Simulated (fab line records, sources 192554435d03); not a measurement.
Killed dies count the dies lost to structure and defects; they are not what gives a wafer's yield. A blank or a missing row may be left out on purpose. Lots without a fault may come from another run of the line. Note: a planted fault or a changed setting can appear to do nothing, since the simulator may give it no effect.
A single fault, viewed from 2 desks :: flow n5-finfet :: only its own numbers are on each desk; what lay behind them is given at the end

AT THE TOOL OWNER'S DESK: cvd-co-02
The tool's own readings at N5_BEOL_M9_CVD_78 (deposits Co from CCTBA/H2, target thk 2 nm, time 138.9 s): means of the sampled wafers that have a number, for each lot that ran on this tool. Marked OUT: a lot whose mean sits more than 4 standard deviations from the usual mean, which makes it out of limits; the brackets give that distance.
Columns: A = run-length-s at N5_BEOL_M9_CVD_78, usual 161.6 s
lot: L236
first seen here: day 10 05:50
A: 161.5

lot: L238
first seen here: day 10 09:19
A: 161.7

lot: L239
first seen here: day 11 00:55
A: 161.6

lot: L240
first seen here: day 11 02:50
A: 161.4

lot: L245
first seen here: day 12 01:02
A: 163.1

lot: L247
first seen here: day 12 23:27
A: 162.6

lot: L259
first seen here: day 15 20:49
A: 161.2
Finding of this desk: none of the 7 lots has anything out of limits.

THE METROLOGY DESK
What the gauges read, lot by lot, whatever tool the lot ran on: means of the sampled wafers that have a number. Marked OUT: a lot whose mean sits more than 4 standard deviations from the usual mean, which makes it out of limits; the brackets give that distance.
Columns: A = M10_ILD_THK at N5_BEOL_M10_THK_MEAS_01, usual 269 nm
lot: L237
first seen here: day 10 08:06
A: 273

lot: L236
first seen here: day 10 08:21
A: 270

lot: L238
first seen here: day 10 11:07
A: 268

lot: L239
first seen here: day 11 03:35
A: 266

lot: L240
first seen here: day 11 05:29
A: 268

lot: L241
first seen here: day 11 06:56
A: 267

lot: L242
first seen here: day 11 14:40
A: 268

lot: L245
first seen here: day 12 03:20
A: 262

lot: L247
first seen here: day 13 01:38
A: 267

lot: L253
first seen here: day 14 12:10
A: 270

lot: L257
first seen here: day 15 20:08
A: 270

lot: L259
first seen here: day 15 22:33
A: 270
Finding of this desk: none of the 12 lots has anything out of limits.

TAKEN TOGETHER
The desk of the tool owner found nothing out of limits.
At the metrology desk, nothing out of limits was observed.

WHAT THE SIMULATOR HAD PUT IN
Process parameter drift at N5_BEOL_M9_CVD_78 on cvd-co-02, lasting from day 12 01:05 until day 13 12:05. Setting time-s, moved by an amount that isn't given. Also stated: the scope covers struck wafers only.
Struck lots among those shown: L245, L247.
